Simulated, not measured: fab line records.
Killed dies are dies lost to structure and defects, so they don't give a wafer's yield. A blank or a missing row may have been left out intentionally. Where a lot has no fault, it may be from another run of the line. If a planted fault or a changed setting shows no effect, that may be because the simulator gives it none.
fab line records | flow nand_harc
record: lots: 6 | wafers: 18 | last_day: 31
route steps=1302 shown A_STAIRCASE@836 END@1302
lots with no fault: from the same line, run without faults
start_h: hours from the record's first day to the start of the lot's first wafer shown | wait_h: hours from the lot's prior step to this one | " same as the row above | L1.1+2: one row covering several wafers at once | - no value, or no start given | * or withheld: withheld | < > ~ a bound
route shown NAME@n: NAME is a module with steps in the file, n the number in the route of the first one | usual: mean and standard deviation over wafers with no fault | same: alike in all rows | chamber/n: place in a boat | sites: readings site by site | _std_site: standard deviation across them | _edge_site: outer sites' mean less inner sites' | radius_mm: how far each site lies from the wafer's centre | mask NAME#n: copy n | behind: the most recent tool/chamber to have shaped the wafer | hold: cause of the lot's hold/its duration in hours/its outcome | device: the n, p or np transistor that did not switch | end of line: the tests these same wafers got at the end of their route | step lacking rows: just its recipe | killed: count of dies lost to structure and defects at first sort (not the wafer's yield) | map: a wafer's dies, marking killed ones x, the rest . and places with no die _
set.NAME: the setting that was run; set.NAME@STEP: the one run at that earlier step | model.NAME: the simulator's own value behind a step, which no gauge read
certain route steps with their lots: each step a table, each wafer a row
services: when a tool's chamber went out of use (start_h, in hours from the record's first day, below 0 if earlier), for how many hours, and the reason
== steps ==
step: NHARC_A_STAIRCASE_STRIP_316
recipe: o2_flow_sccm: 500 | ar_flow_sccm: 0 | bias_w: 0 | chemistry: O2
usual: chamber_pressure_mTorr: 59.99/0.056 | drypump_motor_current_A: 5.6/0.53 | oes_product_au: 0.995/0.01 | rf_vpp_V: 58.0/0.88 | showerhead_plenum_p_Torr: 3.57/0.14 | throttle_valve_pct: 17.036/0.01
lot.wafer | tool        | chamber | start_h | wait_h | chamber_pressure_mTorr | drypump_motor_current_A | oes_product_au | rf_hours_counter_h | rf_vpp_V | showerhead_plenum_p_Torr | throttle_valve_pct
L959.2    | rie_diel-06 | 2       | -       | -      | 59.88                  | 5.2                     | 0.989          | 34                 | 58.3     | 3.76                     | 17.044
L959.1    | "           | 0       | "       | "      | 59.95                  | 5.8                     | 1.007          | 33                 | 58.4     | 3.54                     | 17.053
L959.4    | "           | 1       | "       | "      | 59.97                  | 5.9                     | 0.998          | -                  | 57.6     | 3.60                     | 17.041
L961.3    | rie_diel-06 | 1       | -       | -      | 59.93                  | 6.0                     | 0.987          | 44                 | 57.1     | 3.59                     | 17.051
L961.2    | "           | 2       | "       | "      | 60.01                  | 5.2                     | 0.981          | 45                 | 58.6     | 3.75                     | 17.040
L961.5    | "           | 1       | "       | "      | 60.01                  | 6.0                     | 0.989          | -                  | 58.9     | 3.59                     | 17.025
L968.1    | rie_diel-13 | 0       | -       | -      | 59.93                  | 5.1                     | 0.993          | 7                  | 59.3     | 3.71                     | 17.034
L968.2    | "           | 1       | "       | "      | 60.01                  | 5.4                     | 0.985          | 4                  | 58.6     | 3.56                     | 17.025
L968.3    | "           | 2       | "       | "      | 59.97                  | 5.1                     | 0.999          | 8                  | 56.2     | 3.62                     | 17.032
L969.2    | rie_diel-13 | 2       | -       | -      | 60.06                  | 5.1                     | 0.990          | 13                 | 58.4     | 3.62                     | 17.057
L969.3    | "           | 3       | "       | "      | 60.09                  | 6.4                     | 0.984          | 11                 | 56.4     | 3.33                     | 17.045
L969.6    | "           | 3       | "       | "      | 60.00                  | 6.4                     | 0.986          | -                  | 59.2     | 3.33                     | 17.038
L971.4    | rie_diel-06 | 1       | -       | -      | 60.01                  | 6.0                     | 1.004          | 26                 | 56.8     | 3.57                     | 17.037
L971.3    | "           | 3       | "       | "      | 60.05                  | 6.4                     | 1.008          | 27                 | 57.4     | 3.44                     | 17.034
L971.5    | "           | 2       | "       | "      | 59.96                  | 5.2                     | 1.010          | -                  | 58.9     | 3.74                     | 17.046
L970.3    | rie_diel-13 | 2       | -       | -      | 59.96                  | 5.1                     | 0.981          | 15                 | 58.4     | 3.61                     | 17.029
L970.2    | "           | 3       | "       | "      | 60.02                  | 6.4                     | 0.997          | 14                 | 57.8     | 3.33                     | 17.037
L970.6    | "           | 2       | "       | "      | 59.91                  | 5.1                     | 0.990          | -                  | 59.4     | 3.61                     | 17.053
step: NHARC_A_STAIRCASE_STRIP_317
recipe: time_s: 900 | temp_c: 130 | chemistry: SPM
step: NHARC_A_STAIRCASE_PRECLEAN_318
recipe: time_s: * | temp_c: 50 | bath_age_min: 0 | chemistry: SC1
step: NHARC_A_STAIRCASE_SRD_329
step: NHARC_A_STAIRCASE_ALD_415
recipe: target_thk_a: 300 | pulse_time_s: 6 | ald_cycles: 300 | temp_c: 300 | material: SiO2
usual: heater_power_outer_w: 260/36 | heater_power_w: 461/49 | precursor_pulse_height_rel: 0.998/0.021
lot.wafer | tool      | chamber | start_h | wait_h | heater_power_outer_w | heater_power_w | precursor_pulse_height_rel | since_wet_clean_h
L959.2    | ald_hk-01 | 2       | 429.50  | 0.3    | 263                  | 420            | 1.019                      | 123
L959.1    | "         | 3       | "       | "      | 237                  | 406            | 1.036                      | 124
L959.4    | "         | 0       | "       | "      | 247                  | 432            | 0.930                      | 124
L961.3    | ald_hk-04 | 0       | 467.17  | 0.3    | 285                  | 483            | 1.019                      | 21
L961.2    | "         | 2       | "       | "      | 248                  | 431            | 1.011                      | 22
L961.5    | "         | 0       | "       | "      | 296                  | 491            | 1.005                      | -
L968.2    | ald_hk-02 | 1       | 545.05  | 0.1    | 275                  | 468            | 1.013                      | 7
L968.3    | "         | 2       | "       | "      | 187                  | 374            | 0.979                      | 7
L968.1    | "         | 0       | "       | "      | 327                  | 550            | 1.008                      | 7
L969.2    | ald_hk-02 | 2       | 555.71  | 0.3    | 183                  | 376            | 1.005                      | 17
L969.3    | "         | 3       | "       | "      | 274                  | 483            | 0.992                      | 18
L969.6    | "         | 1       | "       | "      | 274                  | 497            | 0.986                      | -
L971.3    | ald_hk-02 | 1       | 566.36  | 0.3    | 271                  | 489            | 0.978                      | 28
L971.4    | "         | 3       | "       | "      | 279                  | 473            | 1.021                      | 28
L971.5    | "         | 0       | "       | "      | 332                  | 549            | 1.010                      | -
L970.2    | ald_hk-01 | 3       | 568.32  | 0.5    | 223                  | 389            | 1.006                      | 83
L970.3    | "         | 0       | "       | "      | 253                  | 434            | 0.996                      | 84
L970.6    | "         | 2       | "       | "      | 250                  | 449            | 1.013                      | -
step: NHARC_A_STAIRCASE_ETCHBACK_416
recipe: target_depth_a: 360 | time_s: 7.2 | c4f8_flow_sccm: withheld | o2_flow_sccm: 8 | ar_flow_sccm: withheld | rf_w: 600 | bias_w: 800 | chemistry: C4F8/O2/Ar
step: NHARC_A_STAIRCASE_STRIP_476
recipe: time_s: 20 | o2_flow_sccm: 500 | ar_flow_sccm: 0 | bias_w: 0 | chemistry: O2
step: NHARC_A_STAIRCASE_DEP_417
recipe: target_thk_a: 600 | step_coverage_pct: 20 | temp_c: 400 | target_thk_nm: 60 | flow_sccm: 200 | rf_w: 450 | material: Si3N4
step: NHARC_A_STAIRCASE_WET_418
recipe: temp_c: 160 | target_depth_a: 200 | chemistry: H3PO4
step: NHARC_A_STAIRCASE_PRECLEAN_419
recipe: time_s: * | temp_c: 50 | bath_age_min: 0 | chemistry: SC1
step: NHARC_A_STAIRCASE_SRD_421
step: NHARC_A_STAIRCASE_ALD_420
recipe: target_thk_a: 200 | pulse_time_s: 6 | ald_cycles: 200 | temp_c: 300 | material: SiO2
usual: heater_power_outer_w: 257/27 | heater_power_w: 457/41 | precursor_pulse_height_rel: 1.001/0.019
lot.wafer | tool      | chamber | start_h | wait_h | heater_power_outer_w | heater_power_w | precursor_pulse_height_rel | since_wet_clean_h
L959.4    | ald_hk-04 | 3       | 434.28  | 0.1    | 270                  | 479            | 0.976                      | 168
L959.2    | "         | 1       | "       | "      | 243                  | 459            | 1.011                      | 169
L959.1    | "         | 2       | "       | "      | 262                  | 441            | 0.991                      | 169
L961.2    | ald_hk-04 | 0       | 472.09  | -      | 294                  | 488            | 1.023                      | 26
L961.3    | "         | 2       | "       | "      | 239                  | 418            | 1.019                      | 27
L961.5    | "         | 0       | "       | "      | 292                  | 495            | 0.980                      | -
L968.1    | ald_hk-02 | 1       | 550.05  | -      | 269                  | 487            | 1.008                      | 12
L968.3    | "         | 2       | "       | "      | 184                  | 373            | 0.983                      | 12
L968.2    | "         | 3       | "       | "      | 272                  | 487            | 1.056                      | 12
L969.3    | ald_hk-02 | 0       | 560.78  | -      | 324                  | 549            | 1.018                      | 22
L969.2    | "         | 1       | "       | "      | 274                  | 485            | 0.992                      | 22
L969.6    | "         | 2       | "       | "      | 180                  | 372            | 0.969                      | -
L971.4    | ald_hk-02 | 2       | 571.10  | -      | 184                  | 373            | 0.960                      | 33
L971.3    | "         | 0       | "       | "      | 316                  | 549            | 0.976                      | 33
L971.5    | "         | 3       | "       | "      | 265                  | 474            | 0.984                      | -
L970.2    | ald_hk-04 | 3       | 573.01  | -      | 265                  | 490            | 1.004                      | 127
L970.3    | "         | 1       | "       | "      | 262                  | 451            | 1.014                      | 127
L970.6    | "         | 2       | "       | "      | 253                  | 433            | 0.983                      | -
step: NHARC_A_STAIRCASE_CVD_552
recipe: target_thk_a: 400 | temp_c: 700 | pressure_mtorr: 300 | material: SiNx
step: NHARC_A_STAIRCASE_DEP_151
recipe: target_thk_a: 72000 | temp_c: 400 | target_thk_nm: 7200 | teos_flow_sccm: 200 | rf_w: 500 | material: SiO2
step: NHARC_A_STAIRCASE_ANNEAL_320
recipe: temp_c: 750 | time_s: 1800
step: NHARC_A_STAIRCASE_DEP_322
recipe: target_thk_a: 72000 | temp_c: 400 | target_thk_nm: 7200 | teos_flow_sccm: 200 | rf_w: 500 | material: SiO2
usual: heater_power_outer_w: 339/63 | heater_power_w: 581/68
lot.wafer | tool     | chamber | start_h | wait_h | heater_power_outer_w | heater_power_w | since_wet_clean_h
L959.2    | pecvd-02 | 2       | 452.31  | 0.2    | 465                  | 727            | 31
L959.1    | "        | 0       | "       | "      | 439                  | 666            | 31
L959.4    | "        | 2       | "       | "      | 360                  | 595            | -
L961.2    | pecvd-01 | 2       | 486.56  | 0.2    | 344                  | 564            | 163
L961.3    | "        | 1       | "       | "      | 254                  | 493            | -
L961.5    | "        | 1       | "       | "      | 259                  | 492            | -
L968.1    | pecvd-04 | 1       | 570.34  | 0.1    | 324                  | 618            | 107
L968.3    | "        | 2       | "       | "      | 295                  | 543            | 107
L968.2    | "        | 0       | "       | "      | 373                  | 669            | 107
L969.2    | pecvd-02 | 2       | 576.79  | 0.1    | 408                  | 637            | 155
L969.3    | "        | 1       | "       | "      | 359                  | 671            | 156
L969.6    | "        | 1       | "       | "      | 261                  | 529            | -
L970.3    | pecvd-04 | 2       | 589.13  | 0.1    | 350                  | 593            | 126
L970.2    | "        | 0       | "       | "      | 338                  | 623            | 126
L970.6    | "        | 0       | "       | "      | 277                  | 536            | -
L971.3    | pecvd-01 | 1       | 589.22  | 0.2    | 340                  | 580            | 84
L971.4    | "        | 0       | "       | "      | 365                  | 559            | -
L971.5    | "        | 2       | "       | "      | 305                  | 514            | -
step: NHARC_A_STAIRCASE_ANNEAL_323
recipe: temp_c: 750 | time_s: 1800
step: NHARC_A_STAIRCASE_DEP_325
recipe: target_thk_a: 72000 | temp_c: 400 | target_thk_nm: 7200 | teos_flow_sccm: 200 | rf_w: 500 | material: SiO2
step: NHARC_A_STAIRCASE_ANNEAL_326
recipe: temp_c: 750 | time_s: 1800
step: NHARC_A_STAIRCASE_DEHYDRATE_433
recipe: temp_c: 150 | time_s: 120
step: NHARC_A_STAIRCASE_HMDS_434
recipe: time_s: 30
step: NHARC_A_STAIRCASE_COAT_435
recipe: spin_rpm: 1200
step: NHARC_A_STAIRCASE_SOFTBAKE_436
recipe: temp_c: 135 | time_s: 170
step: NHARC_A_STAIRCASE_EBR_437
step: NHARC_A_STAIRCASE_EXPOSE_438
recipe: na: 0.5 | dose_mj: 28.97 | mask_id: STAIR_REV
step: NHARC_A_STAIRCASE_PEB_439
recipe: peb_temp_c: 115 | peb_time_s: 130
step: NHARC_A_STAIRCASE_DEVELOP_440
recipe: time_s: 140
step: NHARC_A_STAIRCASE_HARDBAKE_442
recipe: temp_c: 120 | time_s: 140
step: NHARC_A_STAIRCASE_DESCUM_443
recipe: time_s: 3 | o2_flow_sccm: 200 | ar_flow_sccm: 0 | bias_power_w: 0 | chemistry: O2
usual: chamber_pressure_mTorr: 60.00/0.057 | drypump_motor_current_A: 5.7/0.5 | oes_product_au: 1.000/0.011 | rf_vpp_V: 57.9/0.93 | showerhead_plenum_p_Torr: 1.94/0.078 | throttle_valve_pct: 11.311/0.0087
lot.wafer | tool        | chamber | start_h | wait_h | chamber_pressure_mTorr | drypump_motor_current_A | oes_product_au | rf_hours_counter_h | rf_vpp_V | showerhead_plenum_p_Torr | throttle_valve_pct
L959.2    | rie_diel-09 | 2       | 469.50  | -      | 59.95                  | 6.2                     | 0.997          | 42                 | 58.5     | 1.89                     | 11.315
L959.1    | "           | 3       | "       | "      | 60.04                  | 6.0                     | 1.004          | 49                 | 55.7     | 1.76                     | 11.323
L959.4    | "           | 3       | "       | "      | 59.99                  | 6.0                     | 0.992          | -                  | 57.9     | 1.76                     | 11.316
L961.3    | rie_diel-13 | 3       | 502.98  | -      | 59.94                  | 6.4                     | 1.004          | 51                 | 57.8     | 1.81                     | 11.301
L961.2    | "           | 0       | "       | "      | 59.88                  | 5.0                     | 0.991          | 53                 | 58.3     | 2.02                     | 11.314
L961.5    | "           | 2       | "       | "      | 60.03                  | 5.1                     | 1.004          | -                  | 56.8     | 1.97                     | 11.311
L968.1    | rie_diel-06 | 3       | 590.20  | -      | 60.04                  | 6.4                     | 1.008          | 33                 | 57.7     | 1.86                     | 11.321
L968.3    | "           | 1       | "       | "      | 59.98                  | 5.9                     | 1.006          | 33                 | 56.3     | 1.94                     | 11.312
L968.2    | "           | 2       | "       | "      | 60.02                  | 5.2                     | 1.008          | 29                 | 56.6     | 2.03                     | 11.309
L969.3    | rie_diel-06 | 0       | 594.52  | -      | 60.05                  | 5.8                     | 1.005          | 36                 | 58.7     | 1.90                     | 11.297
L969.2    | "           | 2       | "       | "      | 59.96                  | 5.2                     | 0.991          | 32                 | 57.1     | 2.03                     | 11.314
L969.6    | "           | 3       | "       | "      | 60.07                  | 6.4                     | 0.998          | -                  | 56.6     | 1.86                     | 11.319
L971.4    | rie_diel-06 | 3       | 608.35  | -      | 59.93                  | 6.4                     | 0.995          | 43                 | 56.9     | 1.86                     | 11.317
L971.3    | "           | 0       | "       | "      | 60.06                  | 5.8                     | 1.013          | 42                 | 56.5     | 1.90                     | 11.301
L971.5    | "           | 2       | "       | "      | 59.95                  | 5.2                     | 0.997          | -                  | 58.2     | 2.03                     | 11.317
L970.2    | rie_diel-09 | 1       | 608.36  | -      | 60.03                  | 5.8                     | 1.016          | 29                 | 59.1     | 2.05                     | 11.318
L970.3    | "           | 2       | "       | "      | 60.08                  | 6.2                     | 0.998          | 32                 | 58.2     | 1.88                     | 11.312
L970.6    | "           | 2       | "       | "      | 60.06                  | 6.2                     | 0.994          | -                  | 58.3     | 1.88                     | 11.302
step: NHARC_A_STAIRCASE_ETCH_444
recipe: target_depth_a: 2.04e+05 | time_s: 6800 | c4f8_flow_sccm: 20 | o2_flow_sccm: 10 | ar_flow_sccm: withheld | rf_w: 600 | bias_w: 1000 | chemistry: C4F8/O2
step: NHARC_A_STAIRCASE_STRIP_446
recipe: power_w: 1500 | temp_c: 250 | chemistry: O2
step: NHARC_A_STAIRCASE_STRIP_447
recipe: time_s: 900 | temp_c: 130 | chemistry: SPM
step: NHARC_A_STAIRCASE_PRECLEAN_448
recipe: time_s: * | temp_c: 50 | bath_age_min: 0 | chemistry: SC1
step: NHARC_A_STAIRCASE_SRD_449
step: NHARC_A_STAIRCASE_CMP_450
recipe: target_thk_nm: 200 | material: SiO2
usual: motor_current_A: 11.6/1.1 | slurry_filter_dp_kPa: 13.49/0.13 | slurry_flow_ml_min: 150.0/0.44
lot.wafer | tool   | chamber | start_h | wait_h | motor_current_A | slurry_filter_dp_kPa | slurry_flow_ml_min
L959.4    | cmp-03 | 1       | 475.94  | -      | 12.3            | 13.58                | 149.6
L959.2    | "      | 2       | "       | "      | 11.9            | 13.37                | 150.5
L959.1    | "      | 3       | "       | "      | 9.4             | 13.62                | 149.9
L961.2    | cmp-03 | 1       | 508.18  | -      | 12.3            | 13.55                | 149.2
L961.3    | "      | 2       | "       | "      | 12.1            | 13.55                | 150.3
L961.5    | "      | 2       | "       | "      | 12.7            | 13.46                | 150.1
L968.2    | cmp-03 | 1       | 595.57  | -      | 12.4            | 13.55                | 150.0
L968.3    | "      | 2       | "       | "      | 12.2            | 13.47                | 149.8
L968.1    | "      | 3       | "       | "      | 9.8             | 13.37                | 149.9
L969.3    | cmp-02 | 0       | 599.77  | -      | 11.1            | 13.51                | 150.2
L969.2    | "      | 3       | "       | "      | 10.8            | 13.34                | 150.3
L969.6    | "      | 0       | "       | "      | 11.4            | 13.24                | 149.9
L971.4    | cmp-02 | 3       | 613.62  | -      | 11.1            | 13.34                | 150.6
L971.3    | "      | 1       | "       | "      | 11.9            | 13.32                | 149.4
L971.5    | "      | 2       | "       | "      | 10.6            | 13.35                | 149.4
L970.3    | cmp-03 | 1       | 613.90  | -      | 12.5            | 13.50                | 149.1
L970.2    | "      | 2       | "       | "      | 12.1            | 13.35                | 149.2
L970.6    | "      | 0       | "       | "      | 9.4             | 13.54                | 149.6
step: NHARC_A_STAIRCASE_CMP_152
step: NHARC_END_SORT_01
recipe: temp_c: 25
usual: killed_at_array: 51/18 | killed_at_other: 1.0/1.2 | killed_at_periphery: 3.7/2.9 | killed_dies: 55/19 | killed_open: 3.5/1.9 | killed_short: 2.6/1.6
same: gross_dies: 677
lot.wafer | tool      | chamber | start_h | wait_h | killed_at_array | killed_at_other | killed_at_periphery | killed_dies | killed_open | killed_short
L969.2    | prober-01 | 0       | 731.41  | 2.8    | 166             | 0               | 5                   | 171         | 4           | 2
L969.3    | prober-01 | 0       | 732.21  | 3.1    | 134             | 0               | 7                   | 141         | 4           | 1
L969.6    | prober-01 | 0       | 734.60  | 4.0    | 86              | 2               | 7                   | 95          | 5           | 3
L971.3    | prober-01 | 0       | 749.17  | 3.1    | 121             | 0               | 3                   | 124         | 1           | 5
L971.4    | prober-01 | 0       | 749.97  | 3.4    | 96              | 1               | 11                  | 108         | 3           | 1
L971.5    | prober-01 | 0       | 750.77  | 3.7    | 104             | 1               | 3                   | 108         | 1           | 5
killed by level:class
L969.2 A_STAIRCASE:unspecified=102 A_SLIT:chamber_film_flake=34 A_CHANNEL_HOLE_D2:chamber_film_flake=17 A_CHANNEL_HOLE_D1:chamber_film_flake=4 P_M0:geometric_particle:open=2 P_STI:chamber_film_flake=2 A_WL_FILL:geometric_particle:short=2 A_DECK1_JOINT:chamber_film_flake=2
L969.3 A_STAIRCASE:unspecified=100 A_CHANNEL_HOLE_D2:chamber_film_flake=12 A_CHANNEL_HOLE_D1:chamber_film_flake=7 A_SLIT:chamber_film_flake=6 P_GATE:chamber_film_flake=4 P_STI:chamber_film_flake=2 A_DECK1_JOINT:chamber_film_flake=2 A_WL_FILL:chamber_film_flake=2
L969.6 A_STAIRCASE:unspecified=40 A_CHANNEL_HOLE_D2:chamber_film_flake=19 A_SLIT:chamber_film_flake=10 A_CHANNEL_HOLE_D1:chamber_film_flake=7 A_ONON_D2:geometric_particle:open=2 P_STI:chamber_film_flake=2 P_GATE:chamber_film_flake=2 A_DECK1_JOINT:chamber_film_flake=2
L971.3 A_STAIRCASE:unspecified=96 A_CHANNEL_HOLE_D1:chamber_film_flake=10 A_CONTACT:chamber_film_flake=5 A_ONON_D2:geometric_particle:short=2 A_WL_FILL:chamber_film_flake=2 P_CONTACT:geometric_particle:short=1 A_CHANNEL_FILL_D1:geometric_particle:open=1 A_DECK1_JOINT:geometric_particle:short=1
L971.4 A_STAIRCASE:unspecified=47 A_CHANNEL_HOLE_D1:chamber_film_flake=36 P_M1:chamber_film_flake=8 A_SLIT:chamber_film_flake=5 A_CONTACT:chamber_film_flake=3 A_CHANNEL_FILL_D2:geometric_particle:open=2 A_WL_FILL:chamber_film_flake=2 P_CONTACT:geometric_particle:open=1
L971.5 A_STAIRCASE:unspecified=50 A_CHANNEL_HOLE_D1:chamber_film_flake=32 A_CONTACT:chamber_film_flake=8 A_SLIT:chamber_film_flake=7 A_CHANNEL_FILL_D2:geometric_particle:short=2 P_CONTACT:chamber_film_flake=2 P_CONTACT:geometric_particle:open=1 A_CHANNEL_HOLE_D2:geometric_particle:short=1
map L969.2 (x killed, . not)
____________.____________
_________......._________
_______..........._______
______.............______
_____..............._____
____.x..........x...x____
____.............x...____
___x..xx.....x..xxxx..___
___............xxxx.x.___
__x..........xx.xx.....__
__xx...........xxxx....__
_..xx.x.....xxxxxx.x...._
_xx..........xxxxxxx...._
_..........x..xx.xxx...._
_............x..xxx....._
_...............xxx....._
..........x..............
........x...x............
.........................
.........................
.............x...........
_.....x.......xxxxx....._
_..x........xxxxxxx....._
_......x...xxxxxxxx....._
_.........x.xxxxxxx....._
_...........xxxxxxx....._
__.........xxxxxxxx....__
__........xxxxxxxxxx...__
___.......xxxxxxxxxx..___
___.......xxxxxxxxxx..___
____.......xxxxxxxxx.____
____......x.xxxxxxx..____
_____........xxxxx.._____
______......xxxxx.x______
_______....x....x._______
_________....x.._________
____________.____________
map L971.3 (x killed, . not)
____________.____________
_________......._________
_______..........._______
______.............______
_____..............._____
____.................____
____....x............____
___....x..............___
___..x................___
__............x.x......__
__...........xxxx......__
_..........xxxxxxx......_
_..........xxxxxxxx.x..._
_.........xxxxxxxx......_
_.........xxxxxxxx......_
_.........xxxxxxxxxx...._
.....x...xxxxxxxxxxx.....
.........xxxxxxxxxx......
.........xxxxxxxxx.......
..........xxxxxxx..x...x.
..........x.xxxxx.x..x..x
_.........xxxxxxxx......_
_......x..xxxxxxx....x.._
_...x........x..x......._
_..............x........_
_............x.........._
__.....................__
__.....................__
___...................___
___........x........x.___
____.................____
____.................____
_____..............._____
______.............______
_______..........._______
_________......._________
____________.____________
== services ==
tool        | chamber | start_h | hours | kind
pecvd-02    | -       | 408.56  | 13.0  | pm
rie_diel-06 | 3       | 422.45  | 7.5   | repair
rie_diel-06 | -       | 425.03  | 0.3   | repair
rie_diel-09 | 2       | 427.96  | 6.4   | repair
cmp-02      | -       | 428.78  | 4.0   | pm
rie_diel-13 | 3       | 438.47  | 4.7   | repair
rie_diel-06 | 2       | 442.72  | 2.9   | repair
pecvd-04    | -       | 450.65  | 13.0  | pm
pecvd-01    | -       | 451.35  | 1.0   | repair
cmp-03      | -       | 456.00  | 4.0   | pm
rie_diel-09 | 0       | 459.93  | 16.0  | repair
cmp-03      | -       | 465.35  | 1.5   | repair
pecvd-01    | 0       | 474.91  | 17.9  | repair
rie_diel-13 | -       | 478.05  | 0.4   | repair
rie_diel-06 | -       | 484.85  | 9.0   | pm
pecvd-01    | -       | 492.09  | 13.0  | pm
pecvd-04    | 1       | 492.80  | 18.8  | repair
rie_diel-09 | -       | 497.23  | 9.0   | pm
rie_diel-13 | -       | 520.51  | 9.0   | pm
ald_hk-02   | -       | 528.80  | 10.0  | pm
rie_diel-13 | 1       | 534.71  | 5.6   | repair
cmp-03      | -       | 554.00  | 4.0   | pm
cmp-03      | -       | 562.29  | 0.9   | repair
ald_hk-04   | -       | 563.04  | 3.4   | repair
== key ==
first_sign: step: NHARC_END_SORT_01 | reading: killed_at_array | direction: up | sigmas: 3.7 | usual: 51 | struck: 118
effect: step: NHARC_END_SORT_01 | reading: killed_dies | direction: up | sigmas: 3.7 | usual: 55 | struck: 124 | wafers_moved: 5
more_kills_born_at: NHARC_A_STAIRCASE_ALD_420@ald_hk-02: 435
met_at NHARC_A_STAIRCASE_ALD_420
struck_wafers L969.2,L969.3,L969.6,L971.3,L971.4,L971.5
tester_left_out L969,L971
onset_between 550.05 560.78
also_fits NHARC_A_STAIRCASE_ALD_415:ald_hk-02,NHARC_A_STAIRCASE_DESCUM_443:rie_diel-06,NHARC_A_STAIRCASE_CMP_450:cmp-02
fault: kind: chamber_particle_source | tool: ald_hk-02 | chamber: - | onset_h: 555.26 | steps: NHARC_A_STAIRCASE_ALD_420 | rate_per_visit_cm2: 1.7487 | end_h: 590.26
tester_left_out: of these lots the tester's yield and bins aren't shown, on N5 and GAA mostly nor the transistor test; their killed dies are dies lost to structure and defects alone, not to doping, threshold or leakage, so they don't give the yield
